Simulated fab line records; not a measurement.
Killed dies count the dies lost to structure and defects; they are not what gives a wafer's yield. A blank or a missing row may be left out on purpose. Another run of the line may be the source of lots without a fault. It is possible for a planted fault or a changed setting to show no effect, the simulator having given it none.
8D (eight disciplines) problem report, filled in by code + flow n5-finfet + the parts of the form that need people (team, actions taken, sign-off) are left out

1. WHAT IS WRONG
Mean of thk-nm at N5_SD_EPI_P_EPI_MEAS_23: 74.8 nm across 3 wafers in 3 lots; on wafers with no fault it is 60.9 nm (standard deviation 1.4). That puts it +9.9 standard deviations away from the usual mean.
First seen on wafer L484.3, day 6 08:50, on film-metro-01. Wafers with a number at this step in the record: 26, from 10 lots. The rule behind "out" and "out of limits": a value lying over 4 standard deviations away from the usual mean. The other wafers with a number count as sound.

2. WHAT IT IS, WHAT IT ISN'T
| question                    | is                           | is not                                                                                       |
|-----------------------------|------------------------------|----------------------------------------------------------------------------------------------|
| which readings at this step | thk-nm                       | -                                                                                            |
| which lots                  | L484, L487, L488             | L473, L475, L476, L477, L490, L492, L493                                                     |
| which wafers of those lots  | L484.3, L487.5, L488.3       | L484.4, L487.4, L488.6                                                                       |
| read on which gauges        | film-metro-01, film-metro-02 | -                                                                                            |
| when                        | from day 6 08:50             | up to then (12 sound wafers); but 11 sound wafers of L487, L488, L490, L492, L493 came after |

3. THE SUSPECTS, EACH WITH WHAT RULES IT OUT
Counting: if a tool at a process step up to the reading ran every lot that is out, it stays a suspect. Sound lots after the first of them don't rule it out here, since some wafers of a struck lot are sound.
- the gauge at N5_SD_EPI_P_EPI_MEAS_23 is ruled out. Those wafers that are out were read across 2 gauges (film-metro-01, film-metro-02).
- epi-rpcvd-01 at N5_SD_EPI_P_EPI_21 (deposits SiGe:B, time 355 s): kept. Ran every lot that is out, first one L484 (day 6 07:21); last sound lot up to then L476 (day 4 01:31).
Left after counting: epi-rpcvd-01 at N5_SD_EPI_P_EPI_21.

4. THE CAUSE (what the simulator had put in)
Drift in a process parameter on epi-rpcvd-01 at N5_SD_EPI_P_EPI_21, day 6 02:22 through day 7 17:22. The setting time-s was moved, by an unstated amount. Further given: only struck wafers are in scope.
Counting left only this tool.

5. THE EFFECT CHAIN, in route order
Rows list readings where the struck wafers' mean (over those with a number) sits beyond 3 standard deviations from the usual. Only readings for which the record gives a usual standard deviation are gone through. hours: the time from each lot's start at the first step in this table that gives one to its start at this step, as a median over the lots. sigmas: the change in usual standard deviations.
| hours | step                        | reading | usual       | on struck wafers | change | sigmas |
|-------|-----------------------------|---------|-------------|------------------|--------|--------|
| 0     | N5_SD_EPI_P_EPI_MEAS_23     | thk-nm  | 60.9 nm     | 74.8             | +13.9  | +9.9   |
| 1     | N5_SD_ACTIVATION_RS_MEAS_03 | RS_SD_P | 56.3 ohm/sq | 45.6             | -10.7  | -12    |
| 103   | N5_BEOL_M4_RC_MEAS_101      | RS_SD_P | 66.1 ohm/sq | 53.7             | -12.4  | -9.5   |

6. WHAT WOULD HAVE CAUGHT IT SOONER
The first out-of-limits reading at a measuring or inspecting step in this record came at day 6 08:50, 6 hours after the fault's start at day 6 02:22.
No tool reading at N5_SD_EPI_P_EPI_21 that has a usual standard deviation in the record was out on any struck wafer, so an alarm limit of 4 standard deviations on those readings would not have fired.
Among the 3 lots that are out, L487, L488 began N5_SD_EPI_P_EPI_21 on epi-rpcvd-01 after day 6 08:50. A hold on the tool at that time would have spared those 2.
